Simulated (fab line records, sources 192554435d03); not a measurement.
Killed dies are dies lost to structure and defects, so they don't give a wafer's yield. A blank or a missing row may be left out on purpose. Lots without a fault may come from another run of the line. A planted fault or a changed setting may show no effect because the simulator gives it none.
Split-lot experiment | flow n5_finfet | 7 lots, 39 wafers read, on a route of 1938 steps

THE SPLIT
At N5_HKMG_FIN_ETCH_58 (etches SOC in N2/H2, target depth 215.8 nm, time 741 s), the setting target_depth_a was moved away from the recipe's 2158 angstrom on 15 of the 39 wafers read, by -26.6% to +58.2%. The other wafers ran this setting at the recipe's value.

The file shows no step between the split and the reading.

THE READING
Al2O3_of_HKMG_FIN_ALD_75.thk_nm (the simulator's own value, which no gauge read), in nm, at N5_HKMG_FIN_STRIP_93 (strips SOC in N2/H2, time 20 s). The file gives no usual value for it.

wafer  | tool, chamber at the split | target_depth_a as run, angstrom | against the recipe | Al2O3_of_HKMG_FIN_ALD_75.thk_nm, nm | against lot-mates on the recipe
L076.1 | rie_diel-05, 3             | 3413                            | +58.2%             | 0.2                                 | -0.8
L076.6 | rie_diel-05, 2             | 3413                            | +58.2%             | 0.2                                 | -0.8
L076.2 | rie_diel-05, 0             | 3413                            | +58.2%             | 0                                   | -1.0
L076.3 | rie_diel-05, 1             | 2158                            | recipe             | 1                                   | -
L076.4 | rie_diel-05, 2             | 2158                            | recipe             | 1                                   | -
L076.5 | rie_diel-05, 3             | 2158                            | recipe             | 1                                   | -
L080.1 | rie_diel-05, 1             | 2548                            | +18.1%             | 1                                   | +0.0
L080.2 | rie_diel-05, 2             | 2548                            | +18.1%             | 1                                   | +0.0
L080.3 | rie_diel-05, 0             | 2158                            | recipe             | 1                                   | -
L080.6 | rie_diel-05, 0             | 2158                            | recipe             | 1                                   | -
L080.4 | rie_diel-05, 3             | 2548                            | +18.1%             | 1                                   | +0.0
L080.5 | rie_diel-05, 3             | 2158                            | recipe             | 1                                   | -
L082.1 | rie_diel-05, 1             | 2158                            | recipe             | 1                                   | -
L082.2 | rie_diel-05, 3             | 1583                            | -26.6%             | 1                                   | +0.0
L082.3 | rie_diel-05, 2             | 1583                            | -26.6%             | 1                                   | +0.0
L082.4 | rie_diel-05, 0             | 2158                            | recipe             | 1                                   | -
L082.5 | rie_diel-05, 3             | 1583                            | -26.6%             | 1                                   | +0.0
L082.6 | rie_diel-05, 2             | 2158                            | recipe             | 1                                   | -
L085.2 | rie_diel-01, 2             | 2158                            | recipe             | 1                                   | -
L085.4 | rie_diel-01, 3             | 2158                            | recipe             | 1                                   | -
L085.5 | rie_diel-01, 2             | 2158                            | recipe             | 1                                   | -
L088.1 | rie_diel-01, 0             | 2158                            | recipe             | 1                                   | -
L088.2 | rie_diel-01, 2             | 2158                            | recipe             | 1                                   | -
L088.3 | rie_diel-01, 1             | 3343                            | +54.9%             | 0.2                                 | -0.8
L088.4 | rie_diel-01, 3             | 2158                            | recipe             | 1                                   | -
L088.5 | rie_diel-01, 3             | 3343                            | +54.9%             | 0.4                                 | -0.6
L088.6 | rie_diel-01, 0             | 3343                            | +54.9%             | 0                                   | -1.0
L091.1 | rie_diel-01, 1             | 2158                            | recipe             | 1                                   | -
L091.5 | rie_diel-01, 1             | 2158                            | recipe             | 1                                   | -
L091.2 | rie_diel-01, 3             | 2698                            | +25.0%             | 1                                   | +0.0
L091.3 | rie_diel-01, 0             | 2158                            | recipe             | 1                                   | -
L091.4 | rie_diel-01, 2             | 2698                            | +25.0%             | 1                                   | +0.0
L091.6 | rie_diel-01, 0             | 2698                            | +25.0%             | 1                                   | +0.0
L097.1 | rie_diel-01, 0             | 2158                            | recipe             | 1                                   | -
L097.2 | rie_diel-01, 2             | 2158                            | recipe             | 1                                   | -
L097.3 | rie_diel-01, 1             | 2158                            | recipe             | 1                                   | -
L097.4 | rie_diel-01, 3             | 2158                            | recipe             | 1                                   | -
L097.5 | rie_diel-01, 0             | 2158                            | recipe             | 1                                   | -
L097.6 | rie_diel-01, 3             | 2158                            | recipe             | 1                                   | -

THE FIT
A straight line over all 39 wafers: Al2O3_of_HKMG_FIN_ALD_75.thk_nm changes by -0.0115 nm for each +1% of target_depth_a; r = -0.86; the points scatter about the line by 0.16 nm.
The same after taking each lot's own level away (the mean of its wafers on the recipe; 39 wafers): -0.0115 nm for each +1%; r = -0.86; scatter 0.16 nm.
On that fit, the largest move of target_depth_a shifts the reading by 0.67 nm.
The lots' own levels span 1.00 to 1.00 nm.
So the lot-to-lot level changes the slope little: the two slopes agree.
Check: with one of the wafers moved furthest among these (+58.2%) left out of the fit, the line predicts -0.662 nm for it against its lot-mates. It came out at -0.8 nm against them.

OTHER SPLITS ON THESE WAFERS
These wafers also went through other splits before the reading. Each is held against what the fit with the lots' levels taken away leaves over:
other split on the same wafers        | wafers away from the commonest value | r with Al2O3_of_HKMG_FIN_ALD_75.thk_nm (lot level and that fit taken away)
N5_FIN_SAQP_DEVELOP_15 develop_time_s | 9                                    | +0.13
N5_FIN_SAQP_ETCH_69 target_depth_a    | 15                                   | +0.30

THE WHOLE CHAIN: every reading that the file lists as answering this split, in the file's order
step                 | what it does                                           | reading                                                                          | change (the file's fit)                | r (the file's)
N5_HKMG_FIN_ETCH_58  | etches SOC in N2/H2, target depth 215.8 nm, time 741 s | etch.depth_nm (the simulator's own value, which no gauge read)                   | +2.14 nm for each +1% of the setting   | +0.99
N5_HKMG_FIN_ETCH_58  | etches SOC in N2/H2, target depth 215.8 nm, time 741 s | HKMG_FIN.feature_depth_nm (the simulator's own value, which no gauge read)       | +2.14 nm for each +1% of the setting   | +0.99
N5_HKMG_FIN_ETCH_58  | etches SOC in N2/H2, target depth 215.8 nm, time 741 s | SOC_of_HKMG_FIN_COAT_41.thk_nm (the simulator's own value, which no gauge read)  | -1.63 nm for each +1% of the setting   | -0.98
N5_HKMG_FIN_STRIP_93 | strips SOC in N2/H2, time 20 s                         | SOC_of_HKMG_FIN_COAT_41.thk_nm (the simulator's own value, which no gauge read)  | -1.48 nm for each +1% of the setting   | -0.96
N5_HKMG_FIN_STRIP_93 | strips SOC in N2/H2, time 20 s                         | Al2O3_of_HKMG_FIN_ALD_75.thk_nm (the simulator's own value, which no gauge read) | -0.0117 nm for each +1% of the setting | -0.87

THE FILE'S OWN FIT
Al2O3_of_HKMG_FIN_ALD_75.thk_nm changes by -0.0117 nm for each +1% of target_depth_a, r = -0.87.
